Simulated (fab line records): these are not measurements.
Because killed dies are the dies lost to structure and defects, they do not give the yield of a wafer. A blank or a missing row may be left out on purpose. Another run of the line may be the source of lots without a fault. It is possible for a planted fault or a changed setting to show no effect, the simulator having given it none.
Which tool is to blame? | flow nandHarc | 13 lots, 39 wafers sampled, at 5 steps of a route of 1302

## WHAT THE GAUGES SHOWED, per wafer
NHARC_P_CONTACT_CD_MEAS_19. Usual: 90.1 nm for cdNm, sd 1.1.
lot  | measured     | on       | cdNm (nm)      | flag
L433 | day 6 03:01  | cdSem-03 | 90.3 90.7 89.5 | 
L434 | day 6 06:36  | cdSem-01 | 90.4 88.4 89.8 | 
L435 | day 6 13:13  | cdSem-02 | 90.6 90.1 91.0 | 
L436 | day 7 07:49  | cdSem-02 | 88.9 90.2 90.5 | 
L437 | day 7 20:11  | cdSem-03 | 88.0 87.9 88.1 | 
L438 | day 8 02:35  | cdSem-03 | 89.1 90.7 89.8 | 
L443 | day 9 22:42  | cdSem-01 | 89.8 89.5 88.3 | 
L448 | day 12 03:49 | cdSem-03 | 92.0 89.9 89.9 | 
L452 | day 14 00:44 | cdSem-01 | 88.6 89.2 87.3 | 
L453 | day 14 05:10 | cdSem-03 | 91.8 90.6 92.4 | 
L454 | day 14 13:25 | cdSem-01 | 91.0 90.6 90.5 | 
L456 | day 15 08:21 | cdSem-01 | 90.2 86.8 87.8 | 
L455 | day 15 09:13 | cdSem-02 | 89.0 88.4 89.1 | 

NHARC_END_SORT_01. Usual: killedAtArray 53, standard deviation 21; killedAtOther 1.0, standard deviation 1.3; killedAtPeriphery 3.8, standard deviation 2.4; killedDies 58, standard deviation 21; killedOpen 3.4, standard deviation 1.9; killedShort 2.4, standard deviation 1.5.
lot  | measured     | on        | killedAtArray | killedAtOther | killedAtPeriphery | killedDies | killedOpen | killedShort | flag
L443 | day 29 05:02 | prober-02 | 47 56 74      | 1 1 2         | 2 0 601           | 50 57 677  | 2 3 1      | 3 4 3       | OFF

## TOOL THAT RAN EACH LOT (tool first, then ch and the chambers of the sampled wafers, then the start)
lot  | NHARC_P_GATE_STRIP_112              | NHARC_P_CONTACT_ETCH_18           | NHARC_P_CONTACT_DEGAS_38
L433 | plasmaAsher-01 ch 0,1, day 5 20:08  | rieDiel-06 ch 1,3, day 6 02:38    | pvdSputter-02, day 6 03:43
L434 | plasmaAsher-01 ch 0,1, day 5 23:42  | rieDiel-10 ch 0,1,3, day 6 06:12  | pvdSputter-01, day 6 07:19
L435 | plasmaAsher-01 ch 0,1, day 6 06:19  | rieDiel-10 ch 1,2, day 6 12:49    | pvdSputter-02, day 6 13:55
L436 | plasmaAsher-01 ch 0,1, day 7 00:46  | rieDiel-06 ch 1,2,3, day 7 07:28  | pvdSputter-03, day 7 08:32
L437 | plasmaAsher-01 ch 0,1, day 7 13:26  | rieDiel-12 ch 0,1,2, day 7 19:47  | pvdSputter-02, day 7 20:58
L438 | plasmaAsher-02 ch 0,1, day 7 19:50  | rieDiel-06 ch 1,3, day 8 02:13    | pvdSputter-02, day 8 03:18
L443 | plasmaAsher-01 ch 0,1, day 9 15:58  | rieDiel-10 ch 0,1,2, day 9 22:20  | pvdSputter-01, day 9 23:25
L448 | plasmaAsher-02 ch 0,1, day 11 20:16 | rieDiel-12 ch 0,2,3, day 12 03:23 | pvdSputter-01, day 12 04:32
L452 | plasmaAsher-02 ch 1, day 13 17:41   | rieDiel-10 ch 2,3, day 14 00:20   | pvdSputter-02, day 14 01:28
L453 | plasmaAsher-02 ch 0,1, day 13 22:15 | rieDiel-06 ch 0,1,3, day 14 04:46 | pvdSputter-03, day 14 05:52
L454 | plasmaAsher-02 ch 0,1, day 14 06:29 | rieDiel-06 ch 2,3, day 14 13:01   | pvdSputter-01, day 14 14:07
L456 | plasmaAsher-01 ch 0,1, day 15 01:44 | rieDiel-12 ch 1,2,3, day 15 08:00 | pvdSputter-03, day 15 09:04
L455 | plasmaAsher-02 ch 0,1, day 15 02:26 | rieDiel-06 ch 2,3, day 15 08:49   | pvdSputter-02, day 15 09:55
- NHARC_P_GATE_STRIP_112: strips in N2/H2, time 200 s.
- NHARC_P_CONTACT_ETCH_18: etches the open film in C4F8/O2/Ar, target depth 481 nm, time 240.5 s.
- NHARC_P_CONTACT_DEGAS_38: time 60 s.

## AS READ BY THE TOOLS THEMSELVES (means over the sampled wafers that have a number; for cases with no such wafer, the mark the record gives instead)
NHARC_P_GATE_STRIP_112. Usual: drypumpMotorCurrentA 6.1 A, standard deviation 0.46; heaterPowerW 83 W, standard deviation 6.2.
lot  | tool           | drypumpMotorCurrentA (A) | heaterPowerW (W) | flag
L433 | plasmaAsher-01 | 6.2                      | 81               | 
L434 | plasmaAsher-01 | 5.8                      | 79               | 
L435 | plasmaAsher-01 | 5.8                      | 80               | 
L436 | plasmaAsher-01 | 6.2                      | 80               | 
L437 | plasmaAsher-01 | 5.8                      | 79               | 
L438 | plasmaAsher-02 | 6.3                      | 85               | 
L443 | plasmaAsher-01 | 6.2                      | 82               | 
L448 | plasmaAsher-02 | 6.3                      | 89               | 
L452 | plasmaAsher-02 | 5.7                      | 78               | 
L453 | plasmaAsher-02 | 6.3                      | 90               | 
L454 | plasmaAsher-02 | 6.3                      | 89               | 
L456 | plasmaAsher-01 | 5.9                      | 83               | 
L455 | plasmaAsher-02 | 6.0                      | 82               | 

NHARC_P_CONTACT_ETCH_18. Usual: oesProductAu 0.960 a.u., standard deviation 0.016; rfFwdPowerW 598.0 W, standard deviation 1.9; rfVppV 976 V, standard deviation 4.2.
lot  | tool       | oesProductAu (a.u.) | rfFwdPowerW (W) | rfVppV (V) | flag
L433 | rieDiel-06 | 0.958               | 599.0           | 977        | 
L434 | rieDiel-10 | 0.948               | 598.9           | 978        | 
L435 | rieDiel-10 | 0.973               | 595.8           | 974        | 
L436 | rieDiel-06 | 0.980               | 598.1           | 976        | 
L437 | rieDiel-12 | 0.974               | 599.2           | 975        | 
L438 | rieDiel-06 | 0.955               | 595.0           | 979        | 
L443 | rieDiel-10 | 0.938               | 595.5           | 975        | 
L448 | rieDiel-12 | 0.967               | 597.1           | 977        | 
L452 | rieDiel-10 | 0.961               | 598.4           | 977        | 
L453 | rieDiel-06 | 0.973               | 599.9           | 977        | 
L454 | rieDiel-06 | 0.962               | 599.0           | 974        | 
L456 | rieDiel-12 | 0.969               | 598.0           | 974        | 
L455 | rieDiel-06 | 0.978               | 597.2           | 974        | 

NHARC_P_CONTACT_DEGAS_38. Usual: 464 W for heaterPowerW, sd 46.
lot  | tool          | heaterPowerW (W) | flag
L433 | pvdSputter-02 | 484              | 
L434 | pvdSputter-01 | 449              | 
L435 | pvdSputter-02 | 516              | 
L436 | pvdSputter-03 | 473              | 
L437 | pvdSputter-02 | 501              | 
L438 | pvdSputter-02 | 486              | 
L443 | pvdSputter-01 | 460              | 
L448 | pvdSputter-01 | 453              | 
L452 | pvdSputter-02 | 512              | 
L453 | pvdSputter-03 | 468              | 
L454 | pvdSputter-01 | 427              | 
L456 | pvdSputter-03 | 444              | 
L455 | pvdSputter-02 | 466              | 

## THE ANSWER, worked out from the rows above alone
Rule: a lot counts as off when the mean over its wafers that have a number is more than 3 standard deviations away from the usual mean. A lot without any number at a reading at which 4 lots or more have one is off too. Where the step has rows for the other lots, those lots are counted as sound. After the gauges, taken in route order, come the tools' own readings; for these a lot's mean is taken, as printed above. At the first step where some lot is off, the reading lying furthest off is the one used; lots without a number count as furthest.
Off: L443 (NHARC_END_SORT_01, killedAtPeriphery). Neither off nor sound, because the step has no rows for them: L433, L434, L435, L436, L437, L438, L448, L452, L453, L454, L456, L455.
A tool fits if, at a process step before that reading, it ran every lot that is off, and no sound lot after the first of them. Those tools and the gauges at NHARC_END_SORT_01 are tried in the same way. Can't be told from this: 4 tools fit, plasmaAsher-01 at NHARC_P_GATE_STRIP_112, rieDiel-10 at NHARC_P_CONTACT_ETCH_18, pvdSputter-01 at NHARC_P_CONTACT_DEGAS_38, prober-02 at NHARC_END_SORT_01.

## WHAT WAS PUT IN BY THE SIMULATOR
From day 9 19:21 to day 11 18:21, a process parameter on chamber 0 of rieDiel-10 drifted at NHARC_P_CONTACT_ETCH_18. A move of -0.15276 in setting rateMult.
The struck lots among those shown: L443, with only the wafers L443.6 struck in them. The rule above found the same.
